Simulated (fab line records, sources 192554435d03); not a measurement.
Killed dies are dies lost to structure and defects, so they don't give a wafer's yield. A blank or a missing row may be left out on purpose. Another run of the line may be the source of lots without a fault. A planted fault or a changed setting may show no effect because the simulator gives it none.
Which tool was responsible?	flow n5 finfet	72 wafers from 24 lots sampled at 6 of the route's 1938 steps

== WHAT EACH GAUGE READ, for each wafer ==
Not one reading of a measure or inspect step in the record can be checked against a usual standard deviation.

== TOOL THAT RAN EACH LOT (tool first, then ch and the chambers of the sampled wafers, then the start) ==
lot	N5_BEOL_M3_ETCH_41	N5_BEOL_M3_PRE_CLEAN_45	N5_BEOL_M3_ALD_84	N5_BEOL_M3_SPUTTER_79	N5_BEOL_M3_SPUTTER_94	N5_BEOL_M3_ANNEAL_51
L075	rie diel-01 ch 1,3, day 7 04:14 or earlier	pvd sputter-01, day 7 04:14	ald metal-01 ch 0,3, day 7 04:17	pvd sputter-02, day 7 05:13	pvd sputter-02, day 7 06:32	rtp anneal-01 ch 0, day 7 07:15
L074	rie diel-02 ch 0,3, day 7 04:18 or earlier	pvd sputter-02, day 7 04:18	ald metal-04 ch 0,1, day 7 04:22	pvd sputter-01, day 7 06:43	pvd sputter-01, day 7 08:02	rtp anneal-01 ch 0, day 7 08:38
L076	rie diel-01 ch 1,2,3, day 7 10:28 or earlier	pvd sputter-02, day 7 10:28	ald metal-02 ch 1,2, day 7 10:37	pvd sputter-02, day 7 11:44	pvd sputter-02, day 7 13:03	rtp anneal-02 ch 0, day 7 13:28
L077	rie diel-01 ch 0,1,2, day 8 02:59 or earlier	pvd sputter-01, day 8 02:59	ald metal-04 ch 0,1,3, day 8 03:11	pvd sputter-02, day 8 04:38	pvd sputter-02, day 8 05:58	rtp anneal-02 ch 0, day 8 06:44
L078	rie diel-02 ch 0,1,2, day 8 06:32 or earlier	pvd sputter-01, day 8 06:32	ald metal-01 ch 0,2,3, day 8 06:35	pvd sputter-01, day 8 07:26	pvd sputter-01, day 8 08:45	rtp anneal-02 ch 0, day 8 09:10
L079	rie diel-01 ch 1,2,3, day 8 11:36 or earlier	pvd sputter-02, day 8 11:36	ald metal-02 ch 0,2,3, day 8 11:40	pvd sputter-02, day 8 12:22	pvd sputter-02, day 8 13:41	rtp anneal-01 ch 0, day 8 14:05
L080	rie diel-03 ch 0,1, day 8 18:53 or earlier	pvd sputter-01, day 8 18:53	ald metal-01 ch 1,2,3, day 8 18:58	pvd sputter-02, day 8 19:48	pvd sputter-02, day 8 21:07	rtp anneal-01 ch 0, day 8 21:32
L081	rie diel-01 ch 0,2,3, day 9 04:40 or earlier	pvd sputter-03, day 9 04:40	ald metal-02 ch 0,1, day 9 04:48	pvd sputter-03, day 9 05:35	pvd sputter-03, day 9 06:54	rtp anneal-01 ch 0, day 9 07:21
L083	rie diel-01 ch 0,3, day 9 07:17 or earlier	pvd sputter-03, day 9 07:17	ald metal-04 ch 0,3, day 9 07:22	pvd sputter-02, day 9 08:19	pvd sputter-02, day 9 13:28	rtp anneal-01 ch 0, day 9 13:59
L082	rie diel-01 ch 0,1,3, day 9 07:26 or earlier	pvd sputter-03, day 9 07:26	ald metal-04 ch 1,2,3, day 9 07:34	pvd sputter-01, day 9 10:17	pvd sputter-01, day 9 11:37	rtp anneal-02 ch 0, day 9 12:07
L084	rie diel-01 ch 0,1,3, day 9 14:04 or earlier	pvd sputter-03, day 9 14:04	ald metal-04 ch 1,2,3, day 9 14:07	pvd sputter-03, day 9 14:49	pvd sputter-03, day 9 16:08	rtp anneal-01 ch 0, day 9 16:40
L086	rie diel-01 ch 0,1,3, day 10 01:23 or earlier	pvd sputter-02, day 10 01:23	ald metal-04 ch 0,2,3, day 10 01:28	pvd sputter-01, day 10 02:56	pvd sputter-01, day 10 04:15	rtp anneal-01 ch 0, day 10 04:43
L087	rie diel-02 ch 0,1,2, day 10 09:31 or earlier	pvd sputter-03, day 10 09:31	ald metal-02 ch 0,1, day 10 09:34	pvd sputter-03, day 10 10:37	pvd sputter-03, day 10 11:56	rtp anneal-01 ch 0, day 10 12:21
L085	rie diel-03 ch 1,2, day 10 12:50 or earlier	pvd sputter-03, day 10 12:50	ald metal-04 ch 0,2,3, day 10 12:53	pvd sputter-01, day 10 13:47	pvd sputter-01, day 10 15:07	rtp anneal-02 ch 0, day 10 15:31
L088	rie diel-03 ch 1,2,3, day 10 15:27 or earlier	pvd sputter-01, day 10 15:27	ald metal-01 ch 0,3, day 10 15:31	pvd sputter-03, day 10 16:19	pvd sputter-03, day 10 17:38	rtp anneal-01 ch 0, day 10 18:05
L089	rie diel-01 ch 0,1, day 11 02:05 or earlier	pvd sputter-03, day 11 02:05	ald metal-01 ch 0,2,3, day 11 02:09	pvd sputter-02, day 11 03:07	pvd sputter-02, day 11 04:26	rtp anneal-02 ch 0, day 11 05:04
L090	rie diel-01 ch 1,3, day 11 03:50 or earlier	pvd sputter-01, day 11 03:50	ald metal-02 ch 0,1, day 11 03:55	pvd sputter-01, day 11 04:46	pvd sputter-01, day 11 06:05	rtp anneal-02 ch 0, day 11 06:36
L091	rie diel-01 ch 0,3, day 11 12:34 or earlier	pvd sputter-03, day 11 12:34	ald metal-01 ch 2,3, day 11 12:43	pvd sputter-01, day 11 13:35	pvd sputter-01, day 11 14:55	rtp anneal-01 ch 0, day 11 15:20
L093	rie diel-03 ch 0,3, day 12 02:02 or earlier	pvd sputter-03, day 12 02:02	ald metal-04 ch 1,2, day 12 02:06	pvd sputter-03, day 12 02:52	pvd sputter-03, day 12 04:46	rtp anneal-02 ch 0, day 12 05:29
L092	rie diel-03 ch 2,3, day 12 14:22 or earlier	pvd sputter-03, day 12 14:22	ald metal-04 ch 1,2,3, day 12 14:25	pvd sputter-02, day 12 15:47	pvd sputter-02, day 12 17:06	rtp anneal-01 ch 0, day 12 17:31
L094	rie diel-01 ch 0,2,3, day 12 14:17 or earlier	pvd sputter-03, day 12 14:17	ald metal-02 ch 0,2, day 12 14:20	pvd sputter-01, day 12 15:06	pvd sputter-01, day 12 16:25	rtp anneal-02 ch 0, day 12 16:53
L095	rie diel-03 ch 1,2,3, day 12 21:47 or earlier	pvd sputter-01, day 12 21:47	ald metal-01 ch 0,3, day 12 22:05	pvd sputter-03, day 12 23:45	pvd sputter-03, day 13 01:04	rtp anneal-02 ch 0, day 13 01:34
L096	rie diel-03 ch 0,1,3, day 13 11:05 or earlier	pvd sputter-01, day 13 11:05	ald metal-02 ch 1,3, day 13 11:13	pvd sputter-03, day 13 12:06	pvd sputter-03, day 13 13:25	rtp anneal-02 ch 0, day 13 13:53
L097	rie diel-01 ch 1,2, day 13 18:09 or earlier	pvd sputter-03, day 13 18:09	ald metal-02 ch 0,3, day 13 18:13	pvd sputter-03, day 13 19:04	pvd sputter-03, day 13 20:23	rtp anneal-02 ch 0, day 13 20:49
- N5_BEOL_M3_ETCH_41: etches SiCN in CH3F/O2, target depth 29.9 nm, time 52.5 s.
- N5_BEOL_M3_PRE_CLEAN_45: time 30 s.
- N5_BEOL_M3_ALD_84: deposits TaN, pulse time 2 s, purge time 3 s, co reactant purge time 2 s.
- N5_BEOL_M3_SPUTTER_79: material Cu, target thk 4.5 nm, time 8.29 s.
- N5_BEOL_M3_SPUTTER_94: material Cu, target thk 4.5 nm, time 8.29 s.
- N5_BEOL_M3_ANNEAL_51: time 90 s.

== AS READ BY THE TOOLS THEMSELVES (means over the sampled wafers that have a number; for cases with no such wafer, the mark the record gives instead) ==
N5_BEOL_M3_ETCH_41. Usual: O2_flow_sccm 20.00 sccm, standard deviation 0.059; chamber pressure mTorr 29.999 mTorr, standard deviation 0.028; drypump motor current A 5.9 A, standard deviation 0.54; mfc ar sccm 150.0 sccm, standard deviation 0.47; oes product au 0.77 a.u., standard deviation 0.095; rf vpp V 297.2 V, standard deviation 1.6; showerhead plenum p Torr 2.00 Torr, standard deviation 0.073; throttle valve pct 16.39 %, standard deviation 0.29.
lot	tool	O2_flow_sccm (sccm)	chamber pressure mTorr (mTorr)	drypump motor current A (A)	mfc ar sccm (sccm)	oes product au (a.u.)	rf vpp V (V)	showerhead plenum p Torr (Torr)	throttle valve pct (%)	flag
L075	rie diel-01	19.95	29.978	6.6	150.1	0.73	298.4	2.03	16.43	
L074	rie diel-02	20.00	29.984	5.3	150.0	0.87	297.7	2.02	16.15	
L076	rie diel-01	19.99	29.998	6.3	149.9	0.73	296.6	1.99	16.49	
L077	rie diel-01	20.04	30.007	5.9	149.8	0.77	297.3	1.97	16.30	
L078	rie diel-02	19.97	29.987	5.7	150.1	0.76	295.5	1.95	16.27	
L079	rie diel-01	20.03	30.005	6.3	150.1	0.72	296.8	1.99	16.51	
L080	rie diel-03	19.91	30.029	5.6	150.0	0.73	297.9	2.02	16.75	
L081	rie diel-01	19.99	30.007	6.0	149.5	0.78	297.9	2.03	16.48	
L083	rie diel-01	19.98	30.009	5.9	150.3	0.83	297.7	2.05	16.22	
L082	rie diel-01	20.03	29.996	6.2	149.7	0.77	297.4	2.01	16.25	
L084	rie diel-01	19.95	30.039	6.3	150.6	0.77	297.2	2.01	16.26	
L086	rie diel-01	20.00	29.993	6.2	150.6	0.76	297.8	2.00	16.28	
L087	rie diel-02	20.07	30.008	5.7	150.1	0.75	295.8	1.94	16.29	
L085	rie diel-03	19.98	30.011	5.6	149.9	0.72	295.5	1.95	16.59	
L088	rie diel-03	20.01	29.956	5.4	149.6	0.72	296.4	1.97	16.54	
L089	rie diel-01	19.96	29.998	6.2	149.9	0.74	296.2	1.94	16.13	
L090	rie diel-01	19.98	30.022	6.6	149.6	0.70	296.5	2.02	16.47	
L091	rie diel-01	19.98	29.994	6.2	150.1	0.77	297.9	2.06	16.45	
L093	rie diel-03	19.98	30.023	5.3	149.6	0.71	297.2	1.99	16.61	
L092	rie diel-03	20.05	30.000	5.1	150.0	0.81	296.8	1.98	16.35	
L094	rie diel-01	19.98	29.979	6.0	149.7	0.84	297.9	2.02	16.36	
L095	rie diel-03	19.96	29.983	5.4	150.4	0.81	296.5	1.97	16.40	
L096	rie diel-03	20.00	30.017	5.5	150.2	0.81	296.6	1.97	16.49	
L097	rie diel-01	20.00	29.992	6.3	150.3	0.96	299.2	2.08	15.95	

N5_BEOL_M3_PRE_CLEAN_45. Usual: heater power w at 328 W, with a standard deviation of 27.
lot	tool	heater power w (W)	flag
L075	pvd sputter-01	306	
L074	pvd sputter-02	348	
L076	pvd sputter-02	362	
L077	pvd sputter-01	317	
L078	pvd sputter-01	319	
L079	pvd sputter-02	345	
L080	pvd sputter-01	313	
L081	pvd sputter-03	339	
L083	pvd sputter-03	335	
L082	pvd sputter-03	335	
L084	pvd sputter-03	334	
L086	pvd sputter-02	328	
L087	pvd sputter-03	305	
L085	pvd sputter-03	346	
L088	pvd sputter-01	303	
L089	pvd sputter-03	322	
L090	pvd sputter-01	310	
L091	pvd sputter-03	327	
L093	pvd sputter-03	335	
L092	pvd sputter-03	320	
L094	pvd sputter-03	353	
L095	pvd sputter-01	307	
L096	pvd sputter-01	324	
L097	pvd sputter-03	322	

N5_BEOL_M3_ALD_84. Usual: heater power w at 437 W, with a standard deviation of 49.
lot	tool	heater power w (W)	flag
L075	ald metal-01	416	
L074	ald metal-04	436	
L076	ald metal-02	399	
L077	ald metal-04	453	
L078	ald metal-01	449	
L079	ald metal-02	396	
L080	ald metal-01	452	
L081	ald metal-02	464	
L083	ald metal-04	462	
L082	ald metal-04	480	
L084	ald metal-04	469	
L086	ald metal-04	467	
L087	ald metal-02	463	
L085	ald metal-04	466	
L088	ald metal-01	415	
L089	ald metal-01	442	
L090	ald metal-02	461	
L091	ald metal-01	478	
L093	ald metal-04	459	
L092	ald metal-04	474	
L094	ald metal-02	390	
L095	ald metal-01	413	
L096	ald metal-02	384	
L097	ald metal-02	392	

N5_BEOL_M3_SPUTTER_79. Usual: throttle valve pct at 29.8 %, with a standard deviation of 0.99.
lot	tool	throttle valve pct (%)	flag
L075	pvd sputter-02	29.2	
L074	pvd sputter-01	30.0	
L076	pvd sputter-02	29.4	
L077	pvd sputter-02	29.5	
L078	pvd sputter-01	29.6	
L079	pvd sputter-02	29.8	
L080	pvd sputter-02	28.9	
L081	pvd sputter-03	30.3	
L083	pvd sputter-02	28.1	
L082	pvd sputter-01	30.0	
L084	pvd sputter-03	30.6	
L086	pvd sputter-01	30.0	
L087	pvd sputter-03	30.7	
L085	pvd sputter-01	29.9	
L088	pvd sputter-03	29.5	
L089	pvd sputter-02	29.7	
L090	pvd sputter-01	29.2	
L091	pvd sputter-01	30.5	
L093	pvd sputter-03	30.5	
L092	pvd sputter-02	29.2	
L094	pvd sputter-01	30.3	
L095	pvd sputter-03	30.0	
L096	pvd sputter-03	30.1	
L097	pvd sputter-03	30.3	

N5_BEOL_M3_SPUTTER_94. Usual: throttle valve pct at 29.8 %, with a standard deviation of 1.
lot	tool	throttle valve pct (%)	flag
L075	pvd sputter-02	29.4	
L074	pvd sputter-01	30.0	
L076	pvd sputter-02	29.3	
L077	pvd sputter-02	29.5	
L078	pvd sputter-01	29.7	
L079	pvd sputter-02	29.7	
L080	pvd sputter-02	28.8	
L081	pvd sputter-03	30.4	
L083	pvd sputter-02	28.2	
L082	pvd sputter-01	30.0	
L084	pvd sputter-03	30.9	
L086	pvd sputter-01	30.0	
L087	pvd sputter-03	30.7	
L085	pvd sputter-01	30.0	
L088	pvd sputter-03	29.4	
L089	pvd sputter-02	29.9	
L090	pvd sputter-01	29.4	
L091	pvd sputter-01	30.3	
L093	pvd sputter-03	30.8	
L092	pvd sputter-02	29.2	
L094	pvd sputter-01	30.4	
L095	pvd sputter-03	29.9	
L096	pvd sputter-03	30.0	
L097	pvd sputter-03	30.3	

N5_BEOL_M3_ANNEAL_51. Usual: wafer_temp_C_max at 226.38, with a standard deviation of 0.3.
lot	tool	wafer_temp_C_max	flag
L075	rtp anneal-01	226.31	
L074	rtp anneal-01	226.33	
L076	rtp anneal-02	226.37	
L077	rtp anneal-02	226.66	
L078	rtp anneal-02	226.80	
L079	rtp anneal-01	226.36	
L080	rtp anneal-01	226.11	
L081	rtp anneal-01	226.52	
L083	rtp anneal-01	226.24	
L082	rtp anneal-02	226.53	
L084	rtp anneal-01	226.10	
L086	rtp anneal-01	226.08	
L087	rtp anneal-01	226.21	
L085	rtp anneal-02	226.26	
L088	rtp anneal-01	226.02	
L089	rtp anneal-02	226.31	
L090	rtp anneal-02	226.48	
L091	rtp anneal-01	226.42	
L093	rtp anneal-02	226.41	
L092	rtp anneal-01	226.40	
L094	rtp anneal-02	226.57	
L095	rtp anneal-02	226.44	
L096	rtp anneal-02	226.81	
L097	rtp anneal-02	226.15	

== THE ANSWER, worked out from the rows above alone ==
Rule: take the mean of a lot's wafers that have a number; if it is more than 3 standard deviations from the usual mean, the lot is off. A lot without any number at a reading at which 4 lots or more have one is off too. Any other lot the step has rows for is counted as sound. Order of review: gauges by route order, followed by the tools' own readings, for which a lot's mean as printed above is used. At the first step where some lot is off, the reading lying furthest off is the one used; lots without a number count as furthest.
No lot is off at any reading shown: from this, nothing can be told.

== WHAT THE SIMULATOR HAD INSERTED ==
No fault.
